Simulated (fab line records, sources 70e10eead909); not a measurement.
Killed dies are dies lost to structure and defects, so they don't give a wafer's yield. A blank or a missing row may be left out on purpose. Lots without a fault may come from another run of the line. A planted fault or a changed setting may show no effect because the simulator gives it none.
Chamber matching | flow nand_harc | NHARC_P_GATE_ETCH_32 on rie_si-04: 4 sister chambers
The step etches the open film in HBr/Cl2, target depth 150 nm, time 100.1 s. 14 wafers are shown with their chamber, then 7 later ones without.

WAFERS WITH THEIR CHAMBER
wafer  | chamber | oes_product_au (a.u.) | throttle_valve_pct (%)
L074.2 | 3       | 0.989                 | 26.416
L074.3 | 1       | 0.993                 | 26.412
L074.5 | 3       | 0.984                 | 26.413
L075.2 | 3       | 1.004                 | 26.396
L075.3 | 1       | 1.004                 | 26.401
L075.4 | 0       | 1.010                 | 26.410
L079.1 | 2       | 0.996                 | 26.407
L079.3 | 0       | 0.999                 | 26.412
L079.6 | 0       | 1.002                 | 26.384
L085.2 | 1       | 1.010                 | 26.402
L085.3 | 3       | 1.007                 | 26.402
L085.4 | 2       | 0.996                 | 26.398
L090.1 | 0       | 1.003                 | 26.399
L090.5 | 1       | 0.997                 | 26.404

SIGNATURES (means of the wafers above)
reading            | chamber 0 | chamber 1 | chamber 2 | chamber 3 | scatter within a chamber
oes_product_au     | 1.00350   | 1.00100   | 0.99600   | 0.99600   | 0.00783
throttle_valve_pct | 26.40125  | 26.40475  | 26.40250  | 26.40675  | 0.00934
Rule: a wafer's distance from a chamber is the root of the sum, over the readings, of the square of ((its reading less the chamber's mean) divided by the reading's scatter). The wafer belongs to the nearest chamber; if the next one is less than 2 further off, it can't be placed. The scatter: the root of (the sum of the squares of (reading less its chamber's mean) over the shown wafers, divided by (wafers less chambers)).

WAFERS WITHOUT THEIR CHAMBER
wafer  | oes_product_au (a.u.) | throttle_valve_pct (%)
L090.6 | 1.004                 | 26.415
L095.1 | 1.018                 | 26.414
L095.2 | 1.014                 | 26.423
L095.4 | 0.991                 | 26.421
L097.3 | 1.010                 | 26.421
L097.5 | 1.014                 | 26.408
L097.6 | 1.007                 | 26.389

WHICH CHAMBER EACH WENT THROUGH
wafer  | from the rows above               | in truth
L090.6 | can't be placed: 1 or 3 or 0 or 2 | 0
L095.1 | can't be placed: 0 or 1 or 3 or 2 | 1
L095.2 | can't be placed: 1 or 0 or 3 or 2 | 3
L095.4 | can't be placed: 3 or 2 or 1 or 0 | 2
L097.3 | can't be placed: 1 or 0 or 3 or 2 | 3
L097.5 | can't be placed: 0 or 1 or 3 or 2 | 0
L097.6 | can't be placed: 0 or 1 or 2 or 3 | 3
Placed correctly: 0 of 7. Can't be placed from these rows: 7 (the true chamber is among the candidates in 7). Placed wrongly: 0.
